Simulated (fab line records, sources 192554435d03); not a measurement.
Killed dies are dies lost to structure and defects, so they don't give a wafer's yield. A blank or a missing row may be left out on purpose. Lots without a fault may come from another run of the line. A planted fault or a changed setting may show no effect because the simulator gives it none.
Split-lot experiment | flow n5_finfet | 7 lots, 39 wafers read, on a route of 1938 steps

THE SPLIT
At N5_GATE_CUT_HM_DEP_46 (deposits SiO2 from TEOS/O2, target thk 130 nm, time 26.6 s), the setting time_s was moved away from the recipe's 26.6 s on 18 of the 39 wafers read, by -13.9% to +15.9%. The other wafers ran this setting at the recipe's value.

FROM THE SPLIT TO THE READING: what the file shows between them, 9 steps
- N5_GATE_CUT_COAT_34: time 60 s, resist thk 60 nm
- N5_GATE_CUT_COAT_35: time 60 s, resist thk 10 nm
- N5_GATE_CUT_STRIP_38: strips in N2/H2
- N5_GATE_CUT_STRIP_39: strips in N2/H2
- N5_GATE_CUT_HM_OPEN_40: chemistry C4F6/O2, target SiO2, target depth 139 nm, time 85.1 s
- N5_GATE_CUT_STRIP_41: strips in CF4
- N5_GATE_CUT_STRIP_42: strips in O2
- N5_GATE_CUT_ALD_22: deposits SiNx, target thk 16 nm, pulse time 1 s, ald cycles 320
- N5_GATE_CUT_CMP_23: polishes, stops on SiO2, t overpolish 23.4 s, target thk 16 nm

THE READING
GC_FILL_THK, in nm, at N5_GATE_CUT_THK_MEAS_24. Fault-free wafers of this fab line usually give 219.9 nm, standard deviation 2.2 nm.

wafer  | tool, chamber at the split | time_s as run, s | against the recipe | GC_FILL_THK, nm | against lot-mates on the recipe
L074.1 | pecvd-03, 2                | 26.6             | recipe             | 220.8           | -
L074.4 | pecvd-03, 2,0              | 26.6             | recipe             | 221.7           | -
L074.6 | pecvd-03, 2,0              | 26.6             | recipe             | 221.7           | -
L081.1 | pecvd-02, 2                | 23.43            | -11.9%             | 202.7           | -15.6
L081.2 | pecvd-02, 1                | 23.43            | -11.9%             | 203.9           | -14.4
L081.3 | pecvd-02, 0                | 26.6             | recipe             | 214.8           | -
L081.4 | pecvd-02, 0                | 26.6             | recipe             | 219.4           | -
L081.5 | pecvd-02, 1                | 26.6             | recipe             | 220.8           | -
L081.6 | pecvd-02, 2                | 23.43            | -11.9%             | 205.9           | -12.4
L082.1 | pecvd-03, 0                | 30.63            | +15.2%             | 235.8           | +14.2
L082.2 | pecvd-03, 2                | 30.63            | +15.2%             | 241.2           | +19.6
L082.3 | pecvd-03, 1                | 26.6             | recipe             | 220.5           | -
L082.4 | pecvd-03, 2                | 30.63            | +15.2%             | 241.4           | +19.8
L082.5 | pecvd-03, 0                | 26.6             | recipe             | 222.8           | -
L082.6 | pecvd-03, 1                | 26.6             | recipe             | 221.4           | -
L083.1 | pecvd-02, 2,0              | 26.6             | recipe             | 218.6           | -
L083.2 | pecvd-02, 2,0              | 26.6             | recipe             | 220.3           | -
L083.3 | pecvd-02, 1                | 30.84            | +15.9%             | 240.6           | +21.1
L083.4 | pecvd-02, 1                | 26.6             | recipe             | 219.7           | -
L083.5 | pecvd-02, 2                | 30.84            | +15.9%             | 241.4           | +21.9
L083.6 | pecvd-02, 0                | 30.84            | +15.9%             | 242.6           | +23.1
L089.1 | pecvd-02, 0                | 22.9             | -13.9%             | 203.2           | -16.1
L089.2 | pecvd-02, 2                | 26.6             | recipe             | 220.1           | -
L089.3 | pecvd-02, 1                | 26.6             | recipe             | 217.0           | -
L089.4 | pecvd-02, 0                | 22.9             | -13.9%             | 200.9           | -18.4
L089.5 | pecvd-02, 1                | 26.6             | recipe             | 220.8           | -
L089.6 | pecvd-02, 2                | 22.9             | -13.9%             | 204.0           | -15.3
L091.1 | pecvd-02, 2                | 28.76            | +8.1%              | 227.5           | +6.6
L091.2 | pecvd-02, 1                | 26.6             | recipe             | 218.3           | -
L091.3 | pecvd-02, 0                | 28.76            | +8.1%              | 227.2           | +6.3
L091.4 | pecvd-02, 1                | 26.6             | recipe             | 223.9           | -
L091.5 | pecvd-02, 0                | 26.6             | recipe             | 220.5           | -
L091.6 | pecvd-02, 2                | 28.76            | +8.1%              | 229.2           | +8.3
L094.1 | pecvd-02, 1                | 26.6             | recipe             | 220.6           | -
L094.2 | pecvd-02, 0                | 26.6             | recipe             | 218.3           | -
L094.3 | pecvd-02, 1                | 26.6             | recipe             | 224.7           | -
L094.4 | pecvd-02, 0                | 24.92            | -6.3%              | 211.3           | -9.9
L094.5 | pecvd-02, 1                | 24.92            | -6.3%              | 216.4           | -4.8
L094.6 | pecvd-02, 0                | 24.92            | -6.3%              | 215.7           | -5.5
Where a row lists several chambers, the file gives one row for several wafers and doesn't say which wafer went through which chamber.

THE FIT
A straight line over all 39 wafers: GC_FILL_THK changes by +1.26 nm for each +1% of time_s; r = +0.98; the points scatter about the line by 2.3 nm.
The same after taking each lot's own level away (the mean of its wafers on the recipe; 39 wafers): +1.21 nm for each +1%; r = +0.98; scatter 2.1 nm.
On that fit, the largest move of time_s shifts the reading by 19 nm.
The lots' own levels span 218.33 to 221.57 nm, that is 1.5 times the standard deviation above.
So the lot-to-lot level changes the slope little: the two slopes agree.
Check: with one of the wafers moved furthest among these (+15.9%) left out of the fit, the line predicts +19.2 nm for it against its lot-mates. It came out at +21.1 nm against them.

OTHER SPLITS ON THESE WAFERS
These wafers also went through other splits before the reading. Each is held against what the fit with the lots' levels taken away leaves over:
other split on the same wafers | wafers away from the commonest value | r with GC_FILL_THK (lot level and that fit taken away)
N5_WELL_APT_EPI_41 time_s      | 18                                   | -0.08
N5_FIN_SAQP_ALD_61 temp_c      | 15                                   | -0.10
N5_DUMMY_GATE_ETCH_32 time_s   | 18                                   | -0.04
N5_DUMMY_GATE_ETCH_42 bias_w   | 12                                   | -0.07

THE WHOLE CHAIN: every reading that the file lists as answering this split, in the file's order
step                    | what it does                                                     | reading                                                                            | change (the file's fit)                | r (the file's)
N5_GATE_CUT_HM_DEP_46   | deposits SiO2 from TEOS/O2, target thk 130 nm, time 26.6 s       | SiO2_of_GATE_CUT_HM_DEP_46.thk_nm (the simulator's own value, which no gauge read) | +1.25 nm for each +1% of the setting   | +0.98
N5_GATE_CUT_HM_OPEN_40  | chemistry C4F6/O2, target SiO2, target depth 139 nm, time 85.1 s | etch_rf_on_time_s                                                                  | withheld for each +1% of the setting   | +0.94
N5_GATE_CUT_HM_OPEN_40  | chemistry C4F6/O2, target SiO2, target depth 139 nm, time 85.1 s | etch.depth_nm (the simulator's own value, which no gauge read)                     | +1.25 nm for each +1% of the setting   | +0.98
N5_GATE_CUT_HM_OPEN_40  | chemistry C4F6/O2, target SiO2, target depth 139 nm, time 85.1 s | SOC_of_GATE_CUT_COAT_34.thk_nm (the simulator's own value, which no gauge read)    | -0.268 nm for each +1% of the setting  | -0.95
N5_GATE_CUT_THK_MEAS_24 |                                                                  | GC_FILL_THK                                                                        | +1.21 for each +1% of the setting      | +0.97
N5_GATE_CUT_CMP_43      | polishes SiO2                                                    | SiO2_of_GATE_CUT_HM_DEP_46.thk_nm (the simulator's own value, which no gauge read) | +0.0598 nm for each +1% of the setting | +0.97

THE FILE'S OWN FIT
GC_FILL_THK changes by +1.21 nm for each +1% of time_s, r = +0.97.
